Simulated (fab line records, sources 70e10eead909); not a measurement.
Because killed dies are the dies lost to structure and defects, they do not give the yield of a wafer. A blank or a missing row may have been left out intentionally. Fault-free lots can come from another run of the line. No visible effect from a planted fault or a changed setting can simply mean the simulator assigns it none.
fab line records    flow nand_harc    part 2 of 2: steps 5 to 6 of 6
record: lots: 23  wafers: 69  last_day: 33
route steps=1302 shown A_ZERO_WELL@405 A_CHANNEL_FILL_D1@500 A_DECK1_JOINT@518 A_CHANNEL_HOLE_D2@585 A_CHANNEL_FILL_D2@620 A_STAIRCASE@651
lots that met no fault: taken from a fault-free run of the same line
start_h: hours from the record's first day to the start of the lot's first wafer shown    wait_h: time in hours since the lot's previous step    " unchanged from the row above    L1.1+2: several wafers, shown together as one row    - no value, or no start was given    * or withheld: withheld    < > ~ a bound
route shown NAME@n: NAME is a module with steps in the file, n the number in the route of the first one    usual: mean and standard deviation over wafers with no fault    same: alike in all rows    chamber/n: place in a boat    sites: per-site readings    _std_site: their standard deviation    _edge_site: outer sites' mean less inner sites'    radius_mm: for every site, how far away it sits from the centre of the wafer    mask NAME#n: copy n    behind: tool/chamber where the wafer was last shaped    hold: why the lot was held/for how many hours/how that ended    device: names the non-switching transistor (n, p or np)    end of line: the same wafers' tests at the end of the route    step lacking rows: just its recipe    killed: at the first sort, the dies lost to defects and structure; wafer yield is something else    map: per-die view of a wafer (x killed, . not killed, _ where there is no die)
set.NAME: the setting the step ran with; set.NAME@STEP: the setting that earlier step ran with    model.NAME: the simulator's own value behind a step, which no gauge read
the route's steps for a sample of lots (tables are steps, rows are wafers)
services: the hour from which a tool's chamber was out of use, counted from the record's first day as start_h (under 0 if before that day), plus the number of hours and why
== steps ==
step: NHARC_A_CHANNEL_FILL_D2_ETCHBACK_20
recipe: target_depth_a: 270  time_s: 13.5  c4f8_flow_sccm: withheld  o2_flow_sccm: 8  ar_flow_sccm: withheld  rf_w: 600  bias_w: 1500  chemistry: C4F8/O2/Ar
usual: oes_product_au: 0.997/0.023  rf_vpp_V: 975/5.7
lot.wafer  tool         chamber  start_h  wait_h  oes_product_au  rf_hours_counter_h  rf_vpp_V
L075.3     rie_diel-13  0        331.75   -       1.029           5                   971
L075.2     "            1        "        "       1.020           5                   985
L075.5     "            0        "        "       1.017           -                   973
L074.4     rie_diel-05  2        335.69   -       1.004           2                   969
L074.2     "            3        "        "       1.019           2                   981
L074.3     "            0        "        "       1.011           2                   972
L076.1     rie_diel-05  3        340.13   -       0.999           3                   977
L076.6     "            2        "        "       0.996           -                   970
L076.5     "            3        "        "       1.006           -                   980
L078.2     rie_diel-03  1        367.50   -       0.973           13                  979
L078.4     "            3        "        "       0.971           11                  987
L078.5     "            1        "        "       0.983           -                   980
L077.1     rie_diel-13  2        371.53   -       0.994           1                   984
L077.6     "            3        "        "       1.012           -                   973
L077.5     "            0        "        "       0.999           -                   973
L079.2     rie_diel-05  0        375.48   -       1.001           4                   972
L079.5     "            0        "        "       1.005           -                   972
L079.4     "            1        "        "       0.994           -                   977
L080.4     rie_diel-13  3        381.56   -       0.991           1                   973
L080.3     "            0        "        "       0.988           1                   971
L080.6     "            3        "        "       0.992           -                   974
L081.4     rie_diel-13  1        396.42   -       1.024           1                   987
L081.6     "            3        "        "       1.018           -                   972
L081.5     "            0        "        "       1.006           -                   972
L082.1     rie_diel-03  1        417.90   -       1.003           23                  979
L082.5     "            0        "        "       0.994           -                   969
L082.4     "            1        "        "       0.993           -                   981
L083.1     rie_diel-05  3        432.88   -       0.996           0                   980
L083.2     "            1        "        "       1.009           0                   977
L083.6     "            2        "        "       0.995           -                   969
L084.4     rie_diel-13  2        432.90   -       0.998           3                   984
L084.3     "            3        "        "       0.998           3                   973
L084.2     "            0        "        "       1.019           3                   972
L086.2     rie_diel-03  3        439.30   -       0.930           22                  985
L086.1     "            0        "        "       0.909           24                  970
L086.5     "            3        "        "       0.918           -                   985
L085.4     rie_diel-05  1        439.31   -       1.017           0                   977
L085.1     "            2        "        "       0.998           0                   970
L085.5     "            0        "        "       0.991           -                   971
L087.3     rie_diel-05  3        452.96   -       1.017           1                   978
L087.1     "            0        "        "       1.000           1                   973
L087.2     "            2        "        "       1.008           1                   970
L088.1     rie_diel-05  3        473.51   -       0.997           2                   980
L088.3     "            0        "        "       0.996           1                   973
L088.4     "            1        "        "       1.017           1                   977
L089.3     rie_diel-13  3        480.31   -       0.991           4                   971
L089.2     "            0        "        "       1.010           4                   972
L089.1     "            2        "        "       0.984           4                   982
L090.1     rie_diel-05  3        480.31   -       1.017           2                   980
L090.3     "            0        "        "       0.996           2                   973
L090.4     "            1        "        "       1.032           2                   978
L092.2     rie_diel-05  3        501.56   -       1.015           2                   980
L092.4     "            0        "        "       0.987           2                   973
L092.1     "            1        "        "       1.012           2                   977
L091.3     rie_diel-03  1        501.57   -       0.990           6                   980
L091.1     "            2        "        "       0.996           6                   968
L091.5     "            3        "        "       1.017           -                   985
L093.1     rie_diel-05  2        508.61   -       1.027           2                   971
L093.3     "            0        "        "       0.996           2                   971
L093.5     "            2        "        "       1.016           -                   969
L095.1     rie_diel-05  3        533.24   -       1.001           3                   979
L095.4     "            0        "        "       0.998           2                   972
L095.3     "            1        "        "       1.017           3                   976
L094.1     rie_diel-03  3        533.25   -       1.014           10                  985
L094.4     "            0        "        "       0.990           12                  968
L094.5     "            3        "        "       1.018           -                   986
L096.2     rie_diel-05  1        550.73   -       1.000           3                   977
L096.1     "            2        "        "       1.018           3                   970
L096.3     "            3        "        "       1.022           3                   981
step: NHARC_A_STAIRCASE_ETCH_169
recipe: target_depth_a: 500  time_s: 107.1  ion_energy_ev: 120  ch3f_flow_sccm: 50  o2_flow_sccm: 30  ar_flow_sccm: 200  rf_w: 500  bias_w: 100  chemistry: CH3F/O2
usual: drypump_motor_current_A: 5.7/0.56  o2_flow_sccm: 30.01/0.089  oes_product_au: 0.952/0.023  rf_vpp_V: 243.7/1.4  showerhead_plenum_p_Torr: 2.41/0.089  throttle_valve_pct: 20.663/0.0097
lot.wafer  tool         chamber  start_h  wait_h  drypump_motor_current_A  o2_flow_sccm  oes_product_au  rf_hours_counter_h  rf_vpp_V  showerhead_plenum_p_Torr  throttle_valve_pct
L075.3     rie_diel-02  1        356.99   0.1     6.0                      29.88         0.987           49                  243.7     2.33                      20.662
L075.2     "            3        "        "       6.0                      29.91         0.967           47                  242.8     2.35                      20.661
L075.5     "            1        "        "       6.0                      30.01         0.982           -                   242.1     2.33                      20.659
L074.2     rie_diel-02  3        365.52   0.1     6.1                      30.10         0.972           50                  242.9     2.35                      20.658
L074.4     "            0        "        "       5.6                      30.01         0.961           53                  241.9     2.29                      20.663
L074.3     "            1        "        "       6.1                      30.07         0.981           53                  243.8     2.33                      20.671
L076.1     rie_diel-12  0        365.68   0.1     6.7                      30.10         0.957           32                  242.8     2.31                      20.672
L076.5     "            0        "        "       6.7                      30.11         0.963           -                   241.9     2.31                      20.660
L076.6     "            1        "        "       6.1                      29.87         0.991           -                   243.3     2.40                      20.649
L078.2     rie_diel-02  2        392.78   0.1     4.7                      29.99         0.969           55                  242.8     2.41                      20.657
L078.4     "            3        "        "       6.0                      30.00         0.981           56                  244.3     2.35                      20.659
L078.5     "            1        "        "       6.1                      29.96         0.960           -                   242.5     2.33                      20.678
L077.1     rie_diel-02  3        406.22   3.0     6.0                      30.15         0.925           2                   243.2     2.35                      20.669
L077.5     "            1        "        "       6.0                      29.95         0.903           -                   242.5     2.32                      20.654
L077.6     "            2        "        "       4.7                      30.03         0.911           -                   243.3     2.41                      20.673
L079.4     rie_diel-02  0        406.27   3.0     5.6                      29.92         0.952           4                   240.6     2.29                      20.662
L079.2     "            1        "        "       6.0                      29.95         0.907           4                   241.6     2.32                      20.685
L079.5     "            3        "        "       6.0                      30.18         0.937           -                   243.2     2.35                      20.656
L080.4     rie_diel-02  1        406.94   0.2     6.0                      29.99         0.913           4                   243.4     2.32                      20.662
L080.3     "            0        "        "       5.6                      30.17         0.959           4                   242.0     2.29                      20.661
L080.6     "            2        "        "       4.7                      30.16         0.924           -                   243.0     2.41                      20.670
L081.4     rie_diel-09  3        427.23   0.2     6.6                      29.99         0.966           31                  246.0     2.55                      20.673
L081.6     "            3        "        "       6.6                      29.98         0.978           -                   246.4     2.55                      20.654
L081.5     "            0        "        "       5.3                      30.16         0.935           -                   243.6     2.46                      20.662
L082.1     rie_diel-09  0        443.57   0.1     5.4                      29.88         0.906           38                  243.2     2.45                      20.686
L082.4     "            1        "        "       5.6                      30.03         0.927           32                  245.3     2.56                      20.674
L082.5     "            0        "        "       5.4                      29.88         0.925           -                   244.2     2.45                      20.659
L083.2     rie_diel-02  0        458.06   0.1     5.6                      30.01         0.961           20                  242.5     2.28                      20.672
L083.1     "            1        "        "       6.0                      30.06         0.945           21                  243.8     2.32                      20.667
L083.6     "            2        "        "       4.8                      30.01         0.971           -                   241.9     2.40                      20.658
L084.4     rie_diel-02  1        458.21   0.1     6.0                      29.91         0.929           21                  241.2     2.32                      20.665
L084.3     "            2        "        "       4.8                      30.13         0.953           21                  244.4     2.40                      20.665
L084.2     "            3        "        "       6.0                      29.95         0.965           20                  243.6     2.34                      20.668
L085.4     rie_diel-09  1        464.75   0.2     5.6                      29.97         0.952           37                  245.4     2.56                      20.672
L085.1     "            2        "        "       5.5                      30.11         0.956           39                  246.0     2.49                      20.670
L085.5     "            2        "        "       5.5                      30.05         0.958           -                   245.1     2.49                      20.661
L086.2     rie_diel-12  0        464.79   0.1     6.7                      30.08         0.945           2                   241.8     2.30                      20.669
L086.1     "            1        "        "       6.1                      29.89         0.939           2                   243.6     2.39                      20.658
L086.5     "            1        "        "       6.1                      30.03         0.952           -                   243.6     2.39                      20.666
L087.3     rie_diel-02  2        478.19   0.1     4.8                      30.00         0.957           28                  244.7     2.40                      20.671
L087.1     "            0        "        "       5.6                      30.06         0.989           27                  240.7     2.28                      20.672
L087.2     "            1        "        "       6.0                      30.03         0.958           28                  241.3     2.31                      20.672
L088.1     rie_diel-02  3        502.21   0.1     6.1                      30.00         0.957           33                  241.4     2.33                      20.667
L088.3     "            1        "        "       6.1                      30.07         0.946           36                  241.5     2.31                      20.652
L088.4     "            2        "        "       4.8                      30.01         0.947           35                  243.9     2.40                      20.662
L090.4     rie_diel-09  0        506.51   0.1     5.3                      29.92         0.981           0                   243.5     2.45                      20.671
L090.3     "            1        "        "       5.6                      29.92         0.973           0                   244.7     2.55                      20.683
L090.1     "            2        "        "       5.5                      30.18         0.988           0                   243.8     2.49                      20.666
L089.2     rie_diel-09  1        506.67   0.1     5.6                      30.22         0.941           0                   245.3     2.55                      20.669
L089.1     "            3        "        "       6.6                      30.06         0.973           0                   245.0     2.54                      20.659
L089.3     "            0        "        "       5.3                      30.01         0.949           0                   244.7     2.45                      20.670
L091.3     rie_diel-02  2        526.32   0.1     4.7                      29.94         0.938           43                  244.8     2.39                      20.653
L091.1     "            3        "        "       6.1                      30.07         0.929           42                  243.4     2.33                      20.676
L091.5     "            1        "        "       6.0                      30.06         0.926           -                   243.1     2.31                      20.672
L092.1     rie_diel-09  0        526.45   0.1     5.3                      30.03         0.957           5                   243.8     2.45                      20.654
L092.4     "            2        "        "       5.5                      30.12         0.992           5                   244.2     2.49                      20.654
L092.2     "            3        "        "       6.6                      30.05         0.995           5                   245.0     2.54                      20.667
L093.1     rie_diel-09  0        533.50   0.4     5.3                      30.07         0.919           7                   243.8     2.44                      20.654
L093.3     "            2        "        "       5.5                      30.00         0.944           8                   244.3     2.48                      20.648
L093.5     "            1        "        "       5.5                      29.97         0.925           -                   244.1     2.55                      20.662
L095.3     rie_diel-02  2        557.63   0.1     4.8                      30.01         0.969           57                  243.0     2.39                      20.669
L095.4     "            3        "        "       6.1                      30.05         0.958           56                  242.9     2.32                      20.662
L095.1     "            1        "        "       6.0                      30.06         0.956           48                  242.1     2.31                      20.673
L094.4     rie_diel-09  0        557.88   0.1     5.3                      30.08         0.955           13                  245.2     2.44                      20.673
L094.1     "            2        "        "       5.5                      30.08         0.990           16                  245.0     2.48                      20.665
L094.5     "            0        "        "       5.3                      30.09         0.952           -                   243.3     2.44                      20.675
L096.3     rie_diel-09  1        578.30   0.3     5.5                      30.10         0.923           24                  245.1     2.54                      20.663
L096.2     "            2        "        "       5.5                      30.09         0.926           24                  244.0     2.48                      20.675
L096.1     "            3        "        "       6.6                      30.09         0.937           23                  246.0     2.53                      20.657
== services ==
tool         chamber  start_h  hours  kind
rie_si-04    -        146.40   0.1    repair
rie_diel-05  1        152.08   1.4    repair
rie_si-04    -        165.00   9.0    pm
rie_si-01    3        189.42   4.8    repair
rie_diel-02  3        189.49   5.3    repair
rie_si-01    -        193.00   9.0    pm
rie_diel-02  -        217.09   9.0    pm
rie_diel-05  3        217.24   4.4    repair
rie_diel-05  -        229.60   9.0    pm
rie_si-04    -        231.77   0.7    repair
rie_si-04    0        252.86   12.8   repair
rie_si-01    0        254.84   1.3    repair
rie_si-04    -        284.41   0.2    repair
rie_diel-02  0        287.48   2.4    repair
rie_si-04    -        342.00   9.0    pm
rie_si-01    -        370.00   9.0    pm
rie_si-01    3        382.39   22.3   repair
rie_si-04    0        391.63   13.2   repair
rie_si-01    -        502.19   0.1    repair
rie_si-04    -        519.00   9.0    pm
rie_si-01    -        520.89   0.3    repair
rie_si-04    -        528.26   0.2    repair
rie_si-01    -        547.00   9.0    pm
rie_si-04    3        552.36   6.8    repair
